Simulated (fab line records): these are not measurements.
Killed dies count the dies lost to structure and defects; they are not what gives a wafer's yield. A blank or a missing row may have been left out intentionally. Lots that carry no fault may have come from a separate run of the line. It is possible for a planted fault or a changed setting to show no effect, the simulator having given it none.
Which tool was responsible? ; flow n5 finfet ; 9 lots, 27 wafers sampled, at 5 steps of a route of 1938

## WHAT THE GAUGES SHOWED, per wafer
N5_BEOL_M4_RC_MEAS_101. Usual: DIBL_N 36.3 mV/V, standard deviation 1.7; DIBL_P 36.5 mV/V, standard deviation 1.8; IOFF_N 0.16 nA/um, standard deviation 0.033; IOFF_P 0.21 nA/um, standard deviation 0.037; ION_N 675 uA/um, standard deviation 11; ION_P 462 uA/um, standard deviation 7.9; SS_N 71.6 mV/dec, standard deviation 0.64; SS_P 73.3 mV/dec, standard deviation 0.68; VT_N 249 mV, standard deviation 3.3; VT_P -250 mV, standard deviation 3.3.
lot;measured;on;DIBL_N (mV/V);DIBL_P (mV/V);IOFF_N (nA/um);IOFF_P (nA/um);ION_N (uA/um);ION_P (uA/um);SS_N (mV/dec);SS_P (mV/dec);VT_N (mV);VT_P (mV);flag
L806;day 7 15:28;prober-01;35.4 35.3 34.9;36.0 36.6 36.1;0.14 0.15 0.15;0.19 0.20 0.19;666 684 678;457 469 466;71.4 71.6 71.6;73.2 73.9 73.7;253 249 253;-255 -252 -252;
L809;day 8 13:29;prober-01;35.7 33.6 36.1;36.1 33.4 36.5;0.15 0.11 0.14;0.18 0.14 0.18;682 681 677;467 462 463;71.0 71.0 71.5;73.3 72.8 73.3;251 255 253;-251 -257 -253;
L812;day 9 10:17;prober-01;37.3 36.6 37.0;38.4 36.7 37.8;0.18 0.17 0.17;0.24 0.22 0.24;680 688 676;466 459 465;72.3 71.7 72.3;72.8 72.8 73.0;247 250 249;-251 -253 -248;
L815;day 10 07:46;prober-02;34.4 36.1 36.9;34.8 37.7 38.2;0.11 0.14 0.15;0.16 0.21 0.20;662 653 662;448 460 450;70.0 70.6 71.1;72.8 73.9 73.8;253 253 251;-257 -251 -253;
L820;day 11 13:41;prober-01;35.8 39.6 36.3;36.1 39.5 36.7;0.17 0.23 0.17;0.27 0.32 0.27;673 683 690;471 470 478;71.4 71.9 71.5;73.0 73.3 72.8;247 245 247;-244 -241 -243;
L821;day 11 16:40;prober-02;37.0 38.1 39.1;36.3 37.1 38.9;0.17 0.19 0.21;0.24 0.24 0.27;677 675 686;463 462 465;71.6 72.2 72.7;73.4 73.7 73.8;249 248 248;-248 -246 -248;
L822;day 11 18:43;prober-02;38.3 37.4 39.3;38.1 36.6 38.4;0.17 0.15 0.17;0.20 0.19 0.20;681 660 661;455 457 450;72.2 72.0 73.0;74.4 73.6 73.8;250 252 251;-254 -255 -253;
L825;day 12 03:55;prober-01;37.3 36.3 37.3;36.6 35.8 36.4;0.16 0.15 0.17;0.23 0.22 0.23;678 662 667;472 460 464;71.4 71.4 71.9;72.5 73.4 73.5;254 253 249;-245 -248 -247;
L829;day 13 10:06;prober-01;33.2 36.3 36.8;33.6 37.7 38.6;0.12 0.18 0.19;0.16 0.21 0.22;669 678 677;452 461 458;71.2 71.9 72.1;72.4 74.4 74.3;252 248 246;-256 -250 -253;

## EACH LOT AND THE TOOL THAT RAN IT (in order: tool; ch and the chambers of the sampled wafers; start)
lot;N5_DUMMY_GATE_STRIP_41;N5_DUMMY_GATE_ETCH_32;N5_DUMMY_GATE_ETCH_42;N5_DUMMY_GATE_STRIP_48
L806;rie diel-04 ch 0,2,3, day 2 22:31;rie si-04 ch 0,1, day 2 22:43;rie diel-05 ch 1,2, day 2 22:59;rie diel-05 ch 1,2, day 2 23:02
L809;rie diel-04 ch 0,2,3, day 3 17:17;rie si-05 ch 0,3, day 3 17:29;rie diel-02 ch 1,2,3, day 3 17:44;rie diel-02 ch 1,2,3, day 3 17:47
L812;rie diel-02 ch 0,1,2, day 4 11:31;rie si-05 ch 1,2,3, day 4 11:43;rie diel-02 ch 1,2,3, day 4 11:58;rie diel-02 ch 1,2,3, day 4 12:01
L815;rie diel-02 ch 0,1,3, day 5 11:13;rie si-06 ch 0,2,3, day 5 11:25;rie diel-05 ch 0,1,2, day 5 11:52;rie diel-05 ch 0,1,2, day 5 11:55
L820;rie diel-04 ch 0,1,2, day 6 12:03;rie si-05 ch 0,1,3, day 6 12:15;rie diel-05 ch 0,2,3, day 6 12:43;rie diel-05 ch 0,2,3, day 6 12:46
L821;rie diel-05 ch 0,1,2, day 6 17:21;rie si-06 ch 1,2,3, day 6 17:33;rie diel-02 ch 1,3, day 6 17:48;rie diel-02 ch 1,3, day 6 17:51
L822;rie diel-05 ch 0,2,3, day 6 23:25;rie si-04 ch 0,2,3, day 6 23:37;rie diel-05 ch 0,3, day 6 23:52;rie diel-05 ch 0,3, day 6 23:55
L825;rie diel-02 ch 0,1,2, day 7 17:31;rie si-06 ch 0,1, day 7 17:42;rie diel-02 ch 0,1,2, day 7 17:58;rie diel-02 ch 0,1,2, day 7 18:01
L829;rie diel-04 ch 0,1, day 8 15:44;rie si-04 ch 1,3, day 8 15:56;rie diel-04 ch 0,1, day 8 16:11;rie diel-04 ch 0,1, day 8 16:13
- N5_DUMMY_GATE_STRIP_41: strips in O2.
- N5_DUMMY_GATE_ETCH_32: etches SiO2 in CF4, target depth 3.5 nm, time 3.9 s.
- N5_DUMMY_GATE_ETCH_42: etches SiO2 in CHF3/O2, target depth 3.5 nm, time 31 s.
- N5_DUMMY_GATE_STRIP_48: strips in N2/H2, time 20 s.

## AS READ BY THE TOOLS THEMSELVES (means over the sampled wafers that have a number; for cases with no such wafer, the mark the record gives instead)
N5_DUMMY_GATE_STRIP_41. Usual: drypump motor current A 5.7 A, standard deviation 0.42; oes product au 0.76 a.u., standard deviation 0.057; rf vpp V 3.7 V, standard deviation 0.5; showerhead plenum p Torr 2.09 Torr, standard deviation 0.06; throttle valve pct 16.70 %, standard deviation 0.14.
lot;tool;drypump motor current A (A);oes product au (a.u.);rf vpp V (V);showerhead plenum p Torr (Torr);throttle valve pct (%);flag
L806;rie diel-04;5.5;0.75;4.2;2.07;16.67;
L809;rie diel-04;5.6;0.75;3.5;2.07;16.69;
L812;rie diel-02;6.0;0.77;3.8;2.11;16.87;
L815;rie diel-02;5.9;0.76;3.7;2.07;16.77;
L820;rie diel-04;5.5;0.80;3.2;2.08;16.73;
L821;rie diel-05;5.9;0.76;3.7;2.16;16.67;
L822;rie diel-05;5.8;0.79;3.5;2.12;16.66;
L825;rie diel-02;6.0;0.75;3.6;2.10;16.92;
L829;rie diel-04;5.2;0.83;3.9;2.09;16.67;

N5_DUMMY_GATE_ETCH_32. Usual: bias w 400.0 W, standard deviation 1.2; drypump motor current A 6.0 A, standard deviation 0.37; oes product au 0.999 a.u., standard deviation 0.023; throttle valve pct 21.7 %, standard deviation 0.31.
lot;tool;bias w (W);drypump motor current A (A);oes product au (a.u.);throttle valve pct (%);flag
L806;rie si-04;400.6;5.9;1.020;21.8;
L809;rie si-05;399.1;6.1;1.020;21.5;
L812;rie si-05;399.5;6.1;0.988;21.5;
L815;rie si-06;399.7;5.9;0.990;21.9;
L820;rie si-05;400.1;6.2;1.003;21.5;
L821;rie si-06;400.7;5.6;1.002;21.9;
L822;rie si-04;400.2;6.3;0.980;21.8;
L825;rie si-06;399.5;5.8;1.006;21.4;
L829;rie si-04;400.9;5.8;1.024;21.8;

N5_DUMMY_GATE_ETCH_42. Usual: bias w 12.00 W, standard deviation 0.032; drypump motor current A 5.8 A, standard deviation 0.4; oes product au 0.77 a.u., standard deviation 0.057; rf vpp V 42.3 V, standard deviation 1; showerhead plenum p Torr 2.42 Torr, standard deviation 0.062; throttle valve pct 18.84 %, standard deviation 0.15.
lot;tool;bias w (W);drypump motor current A (A);oes product au (a.u.);rf vpp V (V);showerhead plenum p Torr (Torr);throttle valve pct (%);flag
L806;rie diel-05;12.02;5.6;0.73;41.8;2.51;18.65;
L809;rie diel-02;11.96;6.1;0.77;40.8;2.42;18.84;
L812;rie diel-02;12.02;6.0;0.76;41.7;2.41;18.84;
L815;rie diel-05;12.00;5.9;0.75;42.5;2.48;18.75;
L820;rie diel-05;9.55;5.8;0.78;36.1;2.43;18.75;OFF
L821;rie diel-02;12.00;6.0;0.76;42.7;2.36;18.95;
L822;rie diel-05;9.61;6.1;0.81;35.3;2.37;18.79;OFF
L825;rie diel-02;11.99;6.0;0.75;42.7;2.40;18.99;
L829;rie diel-04;11.97;5.2;0.83;42.7;2.41;18.85;

N5_DUMMY_GATE_STRIP_48. Usual: drypump motor current A 5.8 A, standard deviation 0.39; n2 flow sccm 300.0 sccm, standard deviation 0.91; oes product au 0.77 a.u., standard deviation 0.06; rf vpp V 45.3 V, standard deviation 0.85; showerhead plenum p Torr 3.38 Torr, standard deviation 0.096; throttle valve pct 12.24 %, standard deviation 0.15.
lot;tool;drypump motor current A (A);n2 flow sccm (sccm);oes product au (a.u.);rf vpp V (V);showerhead plenum p Torr (Torr);throttle valve pct (%);flag
L806;rie diel-05;5.6;301.1;0.73;45.0;3.53;12.17;
L809;rie diel-02;6.1;299.8;0.77;45.8;3.38;12.28;
L812;rie diel-02;6.0;300.4;0.76;45.7;3.38;12.30;
L815;rie diel-05;5.9;299.5;0.76;45.7;3.48;12.21;
L820;rie diel-05;5.8;300.1;0.79;46.0;3.39;12.13;
L821;rie diel-02;5.9;299.6;0.77;45.7;3.29;12.38;
L822;rie diel-05;6.1;300.8;0.82;45.2;3.30;12.04;
L825;rie diel-02;6.0;299.8;0.76;45.4;3.37;12.43;
L829;rie diel-04;5.2;299.9;0.84;45.0;3.37;12.15;

## THE ANSWER, worked out from the rows above alone
Rule: lot off if the mean of its wafers having a number is beyond 3 standard deviations from the usual mean. A lot without any number at a reading at which 4 lots or more have one is off too. Where the step has rows for the other lots, those lots are counted as sound. First the gauges in route order, then the tools' own readings, where a lot's mean is used as printed above. The first step at which some lot is off is used, and at that step the reading that is off furthest; a lot without a number counts as furthest.
Off at N5_DUMMY_GATE_ETCH_42 (bias w): L820, L822.
A tool fits if, at that step or a process step before it, it ran every lot that is off, and no sound lot after the first of them. One fits: N5_DUMMY_GATE_ETCH_42 on rie diel-05. Its last sound lot is L815 (day 5 11:52), its first lot that is off L820 (day 6 12:43): a fault that began between those two fits.
The tool's own readings at N5_DUMMY_GATE_ETCH_42 bear it out: on the lots that are off they differ by more than 5 times the standard deviation of the sound lots' means. bias w reads 9.58 W there against 11.99 W on the sound lots; rf vpp V reads 35.7 V there against 42.1 V on the sound lots.

## WHAT THE SIMULATOR HAD INSERTED
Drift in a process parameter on rie diel-05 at N5_DUMMY_GATE_ETCH_42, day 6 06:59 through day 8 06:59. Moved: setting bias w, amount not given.
Struck lots among those shown: L820, L822. The rule above reached the same finding.
